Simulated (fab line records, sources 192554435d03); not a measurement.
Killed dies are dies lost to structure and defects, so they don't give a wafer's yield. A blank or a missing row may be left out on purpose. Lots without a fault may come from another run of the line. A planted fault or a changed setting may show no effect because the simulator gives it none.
Chamber matching | flow n5_finfet | N5_BEOL_M11_DEP_56 on pecvd-02: 3 sister chambers
The step deposits SiCN from 3MS/NH3, target thk 30 nm, time 10.5 s. 3 wafers are shown with their chamber, then 12 later ones without.

WAFERS WITH THEIR CHAMBER
wafer  | chamber | throttle_valve_pct (%)
L089.1 | 0       | 19.0
L092.4 | 1       | 18.6
L092.5 | 2       | 17.0

WAFERS WITHOUT THEIR CHAMBER
wafer  | throttle_valve_pct (%)
L093.1 | 19.0
L093.2 | 18.7
L093.5 | 19.3
L094.2 | 18.4
L094.3 | 19.2
L094.5 | 19.0
L096.1 | 18.4
L096.2 | 19.1
L096.6 | 19.2
L097.1 | 18.6
L097.2 | 19.0
L097.4 | 18.9

WHICH CHAMBER EACH WENT THROUGH
wafer  | from the rows above     | in truth
L093.1 | 0                       | 0
L093.2 | can't be placed: 1 or 0 | 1
L093.5 | 0                       | 0
L094.2 | 1                       | 1
L094.3 | 0                       | 0
L094.5 | 0                       | 0
L096.1 | 1                       | 1
L096.2 | 0                       | 0
L096.6 | 0                       | 0
L097.1 | 1                       | 1
L097.2 | 0                       | 0
L097.4 | can't be placed: 0 or 1 | 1
Placed correctly: 10 of 12. Can't be placed from these rows: 2 (the true chamber is among the candidates in 2). Placed wrongly: 0.
How it was worked out, from the rows above alone: a wafer's distance from a chamber is the root of the sum, over the readings, of the square of ((its reading less the chamber's mean) divided by the reading's scatter). The wafer belongs to the nearest chamber; if the next one is less than 2 further off, it can't be placed. A chamber's mean is the mean of its shown wafers. The scatter: with one shown wafer a chamber, the root of the mean of the squares of how far each hidden wafer lies from its nearest shown one.
